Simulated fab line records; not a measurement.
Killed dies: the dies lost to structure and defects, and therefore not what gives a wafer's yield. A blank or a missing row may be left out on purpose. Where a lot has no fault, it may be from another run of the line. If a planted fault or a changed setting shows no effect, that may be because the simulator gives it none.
Lot-split experiment | flow n5Finfet | route with 1938 steps; 7 lots, 21 wafers read

## THE SPLIT ITSELF
At N5_BEOL_M14_PEB_08 (peb time 90 s), the setting pebTimeS was moved away from the recipe's 90 s on 12 of the 21 wafers read, by -21.3% to +21.8%. For the rest of the wafers, this setting stayed at what the recipe calls for.

## FROM THE SPLIT TO THE READING: what the file shows between them, 8 steps
- N5_BEOL_M14_DEVELOP_09: develop time 45 s
- N5_BEOL_M14_HARDBAKE_14: time 120 s
- N5_BEOL_M14_CD_MEAS_10: target cd 250 nm
- N5_BEOL_M14_ETCH_59: etches BARC in N2/H2, target depth 89 nm, overetch 26.7 nm, time 67.9 s (also split here: timeS)
- N5_BEOL_M14_VIA_ETCH_16: etches SiO2 in C4F8/O2/Ar, target depth 1231.3 nm
- N5_BEOL_M14_STRIP_63: strips in O2
- N5_BEOL_M14_STRIP_71: strips in post etch residue remover, time 60 s
- N5_BEOL_M14_SRD_72: time 30 s, dry time 30 s

## THE READING
cdNm (nm) at N5_BEOL_M14_CD_MEAS_17, where the cd target is 250 nm. Typical for fault-free wafers on this fab line: 251.1 nm, with standard deviation 2.1 nm.

wafer  | tool, chamber at the split | pebTimeS as run, s | against the recipe | cdNm, nm | against lot-mates on the recipe
L075.4 | lithoTrack-01, 0           | 70.87              | -21.3%             | 239.5    | -11.7
L075.5 | lithoTrack-01, 0           | 70.87              | -21.3%             | 237.5    | -13.7
L075.6 | lithoTrack-01, 0           | 90                 | recipe             | 251.2    | -
L076.2 | lithoTrack-02, 0           | 82.38              | -8.5%              | 247.0    | -2.2
L076.3 | lithoTrack-02, 0           | 82.38              | -8.5%              | 245.9    | -3.3
L076.5 | lithoTrack-02, 0           | 90                 | recipe             | 249.2    | -
L077.2 | lithoTrack-02, 0           | 90                 | recipe             | 251.4    | -
L077.3 | lithoTrack-02, 0           | 90                 | recipe             | 251.7    | -
L077.6 | lithoTrack-02, 0           | 90                 | recipe             | 252.9    | -
L080.2 | lithoTrack-05, 0           | 72.5               | -19.4%             | 242.4    | no lot-mate on the recipe
L080.3 | lithoTrack-05, 0           | 72.5               | -19.4%             | 244.2    | no lot-mate on the recipe
L080.5 | lithoTrack-05, 0           | 72.5               | -19.4%             | 244.2    | no lot-mate on the recipe
L087.1 | lithoTrack-02, 0           | 79.16              | -12.0%             | 247.4    | -2.1
L087.3 | lithoTrack-02, 0           | 90                 | recipe             | 249.5    | -
L087.4 | lithoTrack-02, 0           | 79.16              | -12.0%             | 242.3    | -7.2
L092.4 | lithoTrack-01, 0           | 90                 | recipe             | 250.6    | -
L092.5 | lithoTrack-01, 0           | 109.6              | +21.8%             | 258.7    | +7.6
L092.6 | lithoTrack-01, 0           | 90                 | recipe             | 251.7    | -
L097.1 | lithoTrack-01, 0           | 90                 | recipe             | 252.6    | -
L097.4 | lithoTrack-01, 0           | 83.59              | -7.1%              | 250.0    | -2.6
L097.6 | lithoTrack-01, 0           | 83.59              | -7.1%              | 248.9    | -3.7

THE FIT
A straight line over all 21 wafers: cdNm changes by +0.448 nm for each +1% of pebTimeS; r = +0.93; the points scatter about the line by 1.9 nm.
The same after taking each lot's own level away (the mean of its wafers on the recipe; 18 wafers): +0.467 nm for each +1%; r = +0.94; scatter 1.7 nm.
On that fit, the largest move of pebTimeS shifts the reading by 10 nm.
Across the lots, their own levels run from 249.20 to 252.60 nm, a range of 1.6 times the standard deviation given above.
The two slopes agree, so the slope changes little with the lot-to-lot level.
Check: +12.2 nm against its lot-mates is what the line predicts for one of the wafers moved furthest among these (+21.8%) when that wafer is left out of the fit. Against them it came out at +7.55 nm.

## THESE WAFERS: OTHER SPLITS
These wafers also went through other splits before the reading. Each is held against what the fit with the lots' levels taken away leaves over:
other split on the same wafers | wafers away from the commonest value | r with cdNm (lot level and that fit taken away)
N5_BEOL_M11_ALD_74 aldCycles   | 5                                    | +0.45
N5_BEOL_M12_SPUTTER_44 timeS   | 11                                   | -0.22
N5_BEOL_M14_ETCH_59 timeS      | 5                                    | +0.33

## THE WHOLE CHAIN: every reading that the file lists as answering this split, in the file's order
step                   | what it does     | reading | change (the file's fit)               | r (the file's)
N5_BEOL_M14_CD_MEAS_10 | target cd 250 nm | cdNm    | +0.423 nm for each +1% of the setting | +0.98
N5_BEOL_M14_CD_MEAS_17 | target cd 250 nm | cdNm    | +0.448 nm for each +1% of the setting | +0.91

## THE FILE'S OWN FIT
cdNm changes by +0.448 nm for each +1% of pebTimeS, r = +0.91.
